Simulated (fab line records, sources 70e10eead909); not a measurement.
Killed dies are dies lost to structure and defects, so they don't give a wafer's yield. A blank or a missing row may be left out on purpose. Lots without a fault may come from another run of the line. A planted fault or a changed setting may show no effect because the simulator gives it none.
Chamber matching | flow nand_harc | NHARC_A_M1_DEP_33 on pecvd-02: 3 sister chambers
The step deposits SiCN, target thk 30 nm. 3 wafers are shown with their chamber, then 8 later ones without.

WAFERS WITH THEIR CHAMBER
wafer  | chamber | heater_power_w (W)
L084.3 | 0       | 751
L084.5 | 2       | 538
L085.2 | 1       | 625

WAFERS WITHOUT THEIR CHAMBER
wafer  | heater_power_w (W)
L085.4 | 623
L085.5 | 631
L089.3 | 631
L089.5 | 624
L089.6 | 591
L092.1 | 832
L092.2 | 602
L092.4 | 649

WHICH CHAMBER EACH WENT THROUGH
wafer  | from the rows above     | in truth
L085.4 | 1                       | 1
L085.5 | 1                       | 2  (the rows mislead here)
L089.3 | 1                       | 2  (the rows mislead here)
L089.5 | 1                       | 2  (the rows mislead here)
L089.6 | can't be placed: 1 or 2 | 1
L092.1 | 0                       | 0
L092.2 | can't be placed: 1 or 2 | 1
L092.4 | 1                       | 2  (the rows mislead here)
Placed correctly: 2 of 8. Can't be placed from these rows: 2 (the true chamber is among the candidates in 2). Placed wrongly: 4.
How it was worked out, from the rows above alone: a wafer's distance from a chamber is the root of the sum, over the readings, of the square of ((its reading less the chamber's mean) divided by the reading's scatter). The wafer belongs to the nearest chamber; if the next one is less than 2 further off, it can't be placed. A chamber's mean is the mean of its shown wafers. The scatter: with one shown wafer a chamber, the root of the mean of the squares of how far each hidden wafer lies from its nearest shown one.
